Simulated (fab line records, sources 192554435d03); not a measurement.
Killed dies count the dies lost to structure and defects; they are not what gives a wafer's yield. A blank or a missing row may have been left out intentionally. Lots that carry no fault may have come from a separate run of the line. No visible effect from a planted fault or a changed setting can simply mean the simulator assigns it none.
Which tool is to blame?    flow n5 finfet    at 1 step of a route of 1938, 11 lots with 33 wafers sampled

## WHAT THE GAUGES SHOWED, per wafer
N5_BEOL_M15_THK_MEAS_50: measures by xrf.
lot   measured      on             M15_THK (nm)
L129  day 13 09:39  film metro-01  825 842 816
L128  day 13 15:50  film metro-02  833 840 821
L131  day 13 22:15  film metro-02  859 851 837
L130  day 14 06:24  film metro-01  853 868 845
L134  day 14 07:40  film metro-02  860 857 865
L133  day 14 11:44  film metro-01  848 862 861
L136  day 15 21:36  film metro-01  847 836 817
L137  day 16 01:58  film metro-01  832 845 822
L138  day 16 10:37  film metro-01  801 824 831
L149  day 18 21:14  film metro-02  833 830 884
L151  day 19 03:52  film metro-02  852 849 848

## WHICH TOOL RAN EACH LOT (tool, then ch and the chambers of the sampled wafers, then the start)
Record: no process step prior to these readings.

## THE ANSWER, worked out from the rows above alone
Rule: usual is defined by the lots themselves. The widest of any qualifying gaps counts: lots, ordered by their means at a reading, are off when they make up no more than a third of the lots, leave a main group of 4 or more, and stand apart from it by 3 or more times the standard deviation of that group's means. The tables above print the reading to a certain number of digits; a main group whose means all agree to those digits is not used. Also off: a lot with no number at a reading for which 4 or more lots have one. Any other lot the step has rows for is counted as sound.
None of the lots is off at any reading shown; this tells nothing.

## WHAT THE SIMULATOR HAD PUT IN
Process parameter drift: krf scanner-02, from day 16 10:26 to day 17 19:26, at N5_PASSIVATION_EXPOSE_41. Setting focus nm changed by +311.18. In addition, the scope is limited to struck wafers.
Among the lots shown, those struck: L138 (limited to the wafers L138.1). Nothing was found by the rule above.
